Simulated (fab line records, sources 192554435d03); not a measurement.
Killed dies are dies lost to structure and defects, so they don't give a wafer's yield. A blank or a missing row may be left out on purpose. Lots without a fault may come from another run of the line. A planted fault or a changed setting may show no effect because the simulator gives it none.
Chamber matching | flow n5_finfet | N5_BEOL_M4_PECVD_72 on pecvd-03: 3 sister chambers
The step deposits SiO2 from TEOS/O2, target thk 16 nm, time 18 s. 18 wafers are shown with their chamber, then 9 later ones without.

WAFERS WITH THEIR CHAMBER
wafer  | chamber | throttle_valve_pct (%) | showerhead_plenum_p_Torr (Torr) | showerhead_vpp_V (V)
L075.1 | 1       | 23.3                   | 8.91                            | 1388
L075.2 | 2       | 21.0                   | 8.78                            | 1336
L075.3 | 0       | 22.8                   | 8.76                            | 1302
L075.4 | 1       | 23.2                   | 8.89                            | 1431
L075.5 | 0       | 22.5                   | 8.79                            | 1322
L075.6 | 2       | 20.9                   | 8.78                            | 1330
L081.3 | 0       | 22.9                   | 8.77                            | 1297
L081.5 | 1       | 23.3                   | 8.91                            | 1401
L081.6 | 0       | 22.9                   | 8.77                            | 1309
L082.1 | 1       | 23.3                   | 8.87                            | 1407
L082.2 | 0       | 22.8                   | 8.79                            | 1295
L082.5 | 1       | 23.4                   | 8.90                            | 1386
L085.1 | 2       | 20.8                   | 8.76                            | 1311
L085.2 | 1       | 23.0                   | 8.91                            | 1389
L085.3 | 0       | 22.8                   | 8.76                            | 1318
L087.1 | 2       | 21.0                   | 8.76                            | 1319
L087.5 | 1       | 23.4                   | 8.88                            | 1389
L087.6 | 0       | 22.9                   | 8.78                            | 1308

SIGNATURES (means of the wafers above)
reading                  | chamber 0 | chamber 1 | chamber 2 | scatter within a chamber
throttle_valve_pct       | 22.800    | 23.271    | 20.925    | 0.132
showerhead_plenum_p_Torr | 8.7743    | 8.8957    | 8.7700    | 0.014
showerhead_vpp_V         | 1307.29   | 1398.71   | 1324.00   | 13.1
Rule: a wafer's distance from a chamber is the root of the sum, over the readings, of the square of ((its reading less the chamber's mean) divided by the reading's scatter). The wafer belongs to the nearest chamber; if the next one is less than 2 further off, it can't be placed. The scatter: the root of (the sum of the squares of (reading less its chamber's mean) over the shown wafers, divided by (wafers less chambers)).

WAFERS WITHOUT THEIR CHAMBER
wafer  | throttle_valve_pct (%) | showerhead_plenum_p_Torr (Torr) | showerhead_vpp_V (V)
L090.1 | 23.1                   | 8.89                            | 1388
L090.3 | 20.9                   | 8.76                            | 1325
L090.4 | 23.0                   | 8.80                            | 1276
L092.1 | 21.1                   | 8.78                            | 1335
L092.2 | 22.8                   | 8.76                            | 1290
L092.4 | 23.2                   | 8.89                            | 1412
L096.1 | 21.3                   | 8.76                            | 1354
L096.2 | 22.9                   | 8.77                            | 1297
L096.5 | 22.6                   | 8.76                            | 1313

WHICH CHAMBER EACH WENT THROUGH
wafer  | from the rows above | in truth
L090.1 | 1                   | 1
L090.3 | 2                   | 2
L090.4 | 0                   | 0
L092.1 | 2                   | 2
L092.2 | 0                   | 0
L092.4 | 1                   | 1
L096.1 | 2                   | 2
L096.2 | 0                   | 0
L096.5 | 0                   | 0
Placed correctly: 9 of 9. Can't be placed from these rows: 0. Placed wrongly: 0.
